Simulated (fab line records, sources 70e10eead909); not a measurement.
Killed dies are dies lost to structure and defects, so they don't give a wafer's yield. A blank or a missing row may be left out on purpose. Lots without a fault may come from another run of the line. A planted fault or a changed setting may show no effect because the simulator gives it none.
One fault seen from 2 desks | flow nand_harc | each desk has only its own numbers; what lay behind them comes last

THE METROLOGY DESK
What the gauges read, lot by lot, whatever tool the lot ran on: means of the sampled wafers that have a number. A lot is out of limits, marked OUT, if its mean lies more than 4 standard deviations from the usual mean; the brackets give that distance.
Columns: A = thk_nm at NHARC_A_SGD_CUT_THK_MEAS_22, usual 147.5 nm
lot  | first seen here | A
L341 | day 19 14:06    | 147.1
L342 | day 19 14:06    | 146.2
L344 | day 21 05:53    | 148.0
L343 | day 21 05:54    | 147.3
L345 | day 21 13:41    | 147.6
L346 | day 21 13:41    | 148.2
L347 | day 22 06:15    | 149.0
L348 | day 23 06:22    | 146.7
L349 | day 23 06:22    | 147.0
L355 | day 26 04:27    | 147.1
L356 | day 26 08:59    | 148.8
L359 | day 26 19:59    | 147.6
L362 | day 28 15:14    | 147.7
L363 | day 28 15:14    | 148.7
This desk's finding: nothing out of limits on any of the 14 lots.

THE TOOL OWNER'S DESK: rie_diel-09
The tool's own readings at NHARC_A_SLIT_ETCH_15 (etches the open film in O2/COS, target depth 6200 nm, time 1612 s): means of the sampled wafers that have a number, for each lot that ran on this tool. A lot is out of limits, marked OUT, if its mean lies more than 4 standard deviations from the usual mean; the brackets give that distance.
Columns: A = drypump_motor_current_A at NHARC_A_SLIT_ETCH_15, usual 5.8 A; B = oes_product_au at NHARC_A_SLIT_ETCH_15, usual 0.999 a.u.; C = rf_vpp_V at NHARC_A_SLIT_ETCH_15, usual 313.9 V; D = run_length_s at NHARC_A_SLIT_ETCH_15, usual 1633.2 s; E = showerhead_plenum_p_Torr at NHARC_A_SLIT_ETCH_15, usual 3.10 Torr; F = throttle_valve_pct at NHARC_A_SLIT_ETCH_15, usual 28.330 %
lot  | first seen here | A   | B     | C     | D                        | E    | F
L341 | day 19 22:09    | 5.7 | 1.005 | 314.5 | 1633.2                   | 3.14 | 28.325
L344 | day 21 11:50    | 5.7 | 1.004 | 314.8 | 1633.2                   | 3.14 | 28.327
L348 | day 23 13:06    | 6.0 | 1.008 | 315.0 | 1633.4                   | 3.18 | 28.328
L355 | day 26 10:09    | 5.8 | 1.002 | 314.7 | 1497.7 (-99 or more) OUT | 3.17 | 28.330
L356 | day 26 14:41    | 5.6 | 1.012 | 313.6 | 1497.5 (-99 or more) OUT | 3.10 | 28.322
This desk's finding: out of limits on L355, L356; first on L355, day 26 10:09 (run_length_s at NHARC_A_SLIT_ETCH_15). In limits: L341, L344, L348.

PUT TOGETHER
The tool owner's desk could have raised an alarm at day 26 10:09, on L355, L356.
The metrology desk saw nothing out of limits.
The metrology desk has L355, L356 on record, within its limits.
Of the lots named, all ran NHARC_A_SLIT_ETCH_15 on rie_diel-09.

WHAT THE SIMULATOR HAD PUT IN
Process parameter drift: rie_diel-09, from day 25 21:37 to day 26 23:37, at NHARC_A_SLIT_ETCH_15. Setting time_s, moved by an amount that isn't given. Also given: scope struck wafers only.
Lots struck among those shown: L355, L356.
Hours from the fault's start to each desk's first reading out of limits: the tool owner's desk, 13.
